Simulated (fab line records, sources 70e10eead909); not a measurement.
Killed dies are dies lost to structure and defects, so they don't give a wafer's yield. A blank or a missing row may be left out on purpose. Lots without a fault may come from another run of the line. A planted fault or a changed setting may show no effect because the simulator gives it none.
Chamber matching | flow nand_harc | NHARC_P_CONTACT_DEP_30 on pecvd-03: 3 sister chambers
The step deposits SiNx, target thk 30 nm. 6 wafers are shown with their chamber, then 7 later ones without.

WAFERS WITH THEIR CHAMBER
wafer  | chamber | heater_power_w (W) | heater_power_outer_w (W)
L076.2 | 2       | 530                | 313
L083.1 | 0       | 602                | 377
L083.3 | 1       | 688                | 407
L083.4 | 1       | 703                | 396
L086.1 | 2       | 518                | 312
L086.5 | 0       | 638                | 407

WAFERS WITHOUT THEIR CHAMBER
wafer  | heater_power_w (W) | heater_power_outer_w (W)
L086.6 | 749                | 447
L090.1 | 638                | 394
L090.3 | 802                | 474
L090.6 | 576                | 347
L093.2 | 643                | 399
L093.4 | 523                | 303
L093.5 | 595                | 361

WHICH CHAMBER EACH WENT THROUGH
wafer  | from the rows above     | in truth
L086.6 | 1                       | 1
L090.1 | 0                       | 0
L090.3 | 1                       | 1
L090.6 | can't be placed: 2 or 0 | 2
L093.2 | can't be placed: 0 or 1 | 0
L093.4 | 2                       | 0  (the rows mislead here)
L093.5 | 0                       | 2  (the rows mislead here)
Placed correctly: 3 of 7. Can't be placed from these rows: 2 (the true chamber is among the candidates in 2). Placed wrongly: 2.
How it was worked out, from the rows above alone: a wafer's distance from a chamber is the root of the sum, over the readings, of the square of ((its reading less the chamber's mean) divided by the reading's scatter). The wafer belongs to the nearest chamber; if the next one is less than 2 further off, it can't be placed. A chamber's mean is the mean of its shown wafers. The scatter: the root of (the sum of the squares of (reading less its chamber's mean) over the shown wafers, divided by (wafers less chambers)).
